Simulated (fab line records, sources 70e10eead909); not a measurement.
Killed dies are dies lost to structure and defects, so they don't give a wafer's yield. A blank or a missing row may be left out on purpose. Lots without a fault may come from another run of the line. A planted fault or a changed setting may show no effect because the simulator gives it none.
A struck lot beside a sound one | flow nand_harc | 14 steps out of a route of 1159
Sound: wafers L171.1, L171.2, L171.6. Struck: wafers L189.1, L189.4, L189.5. The cause comes at the end.
At each step with rows: each side's tool, then ch and its chambers, then its first start. Under that, the readings that differ: sound wafers | struck wafers | difference of the means | sigmas: that difference in standard deviations of wafers without a fault.
alike: readings whose means differ by less than 2 such deviations, and words and numbers that are the same on both sides. not compared: withheld readings, readings that some wafer has no value for, bounds like >300 that may hide the same value, and numbers for which the record gives no deviation and whose values overlap.
The two part at a step that has a row with sigmas, a row that says differs or no value, or rows on one side only. Numbers that don't overlap but have no deviation are shown without sigmas and don't part them. A reading that every wafer of one side lacks parts them only if that side has two wafers or more.

first, 1 step without rows for these wafers: NHARC_A_CONTACT_STRIP_27 (strips in post etch residue remover, time 600 s).
NHARC_A_CONTACT_ALD_18: deposits TiN, target thk 3 nm, pulse time 1 s, ald cycles 150.
  sound on ald_metal-02 ch 1,2, day 18 01:15; struck on ald_metal-04 ch 2,3, day 22 14:49
  alike: heater_power_w, precursor_pulse_height_rel
NHARC_A_CONTACT_CVD_19: deposits W, target thk 300 nm, time 802 s.
  sound on cvd_w-01 ch 0,1; struck on cvd_w-02 ch 0
  alike: heater_power_w, throttle_valve_pct
NHARC_A_CONTACT_CMP_20: polishes, t overpolish 30 s, target thk 300 nm.
  sound on cmp-03 ch 0,1,3, day 18 02:24; struck on cmp-03 ch 2,3, day 22 19:20
  alike: edge_zone_pressure_frac, motor_current_A, overpolish_run_s, time_to_endpoint_s
then, 1 step without rows for these wafers: NHARC_A_CONTACT_SRD_22.
NHARC_A_CONTACT_INSPECT_23:
  sound on defect_inspect-01, day 18 02:46; struck on defect_inspect-02, day 22 19:44
  alike: raw_defect_count
then, 5 steps without rows for these wafers: NHARC_A_BLC_DEHYDRATE_00 (time 120 s); NHARC_A_BLC_HMDS_01 (time 30 s); NHARC_A_BLC_COAT_02 (time 75 s); NHARC_A_BLC_COAT_03 (time 65 s); NHARC_A_BLC_COAT_04 (resist thk 90 nm).
NHARC_A_BLC_SOFTBAKE_05: time 55 s.
  sound on litho_track-04 ch 0, day 18 02:00; struck on litho_track-01 ch 0, day 22 19:00
  reading                  | sound                | struck               | difference | sigmas
  heater_power_total_W (W) | 188.43 188.35 188.31 | 178.85 178.95 178.99 | -9.43      | -67
  alike: resist_line_temp_C
then, 2 steps without rows for these wafers: NHARC_A_BLC_EBR_06; NHARC_END_SORT_01.

WHERE THEY PART
Only at NHARC_A_BLC_SOFTBAKE_05, within this record.

WHY: what the simulator had put in
Process parameter drift: litho_track-01, from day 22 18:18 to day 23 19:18, at NHARC_A_BLC_SOFTBAKE_05. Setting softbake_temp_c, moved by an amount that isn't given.
